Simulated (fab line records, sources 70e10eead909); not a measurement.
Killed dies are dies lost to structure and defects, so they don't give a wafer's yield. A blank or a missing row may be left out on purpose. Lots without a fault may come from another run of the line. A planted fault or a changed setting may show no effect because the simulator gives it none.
Chamber matching | flow nand_harc | NHARC_A_STAIRCASE_DEP_322 on pecvd-04: 3 sister chambers
The step deposits SiO2, target thk 7200 nm. 6 wafers are shown with their chamber, then 7 later ones without.

WAFERS WITH THEIR CHAMBER
wafer  | chamber | heater_power_w (W) | mfc_precursor_sccm (sccm)
L196.4 | 1       | 620                | 199.7
L196.6 | 2       | 606                | 199.9
L199.2 | 2       | 614                | 200.9
L199.4 | 1       | 623                | 199.3
L202.1 | 0       | 669                | 199.7
L202.4 | 0       | 566                | 199.4

WAFERS WITHOUT THEIR CHAMBER
wafer  | heater_power_w (W) | mfc_precursor_sccm (sccm)
L202.5 | 630                | 200.4
L207.2 | 662                | 200.1
L207.3 | 606                | 200.3
L207.6 | 630                | 199.2
L206.1 | 682                | 200.3
L206.2 | 671                | 199.5
L206.4 | 611                | 200.0

WHICH CHAMBER EACH WENT THROUGH
wafer  | from the rows above          | in truth
L202.5 | can't be placed: 2 or 0 or 1 | 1
L207.2 | can't be placed: 2 or 0 or 1 | 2
L207.3 | can't be placed: 2 or 0 or 1 | 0
L207.6 | can't be placed: 1 or 0 or 2 | 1
L206.1 | can't be placed: 2 or 0 or 1 | 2
L206.2 | can't be placed: 1 or 0 or 2 | 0
L206.4 | can't be placed: 2 or 0 or 1 | 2
Placed correctly: 0 of 7. Can't be placed from these rows: 7 (the true chamber is among the candidates in 7). Placed wrongly: 0.
How it was worked out, from the rows above alone: a wafer's distance from a chamber is the root of the sum, over the readings, of the square of ((its reading less the chamber's mean) divided by the reading's scatter). The wafer belongs to the nearest chamber; if the next one is less than 2 further off, it can't be placed. A chamber's mean is the mean of its shown wafers. The scatter: the root of (the sum of the squares of (reading less its chamber's mean) over the shown wafers, divided by (wafers less chambers)).
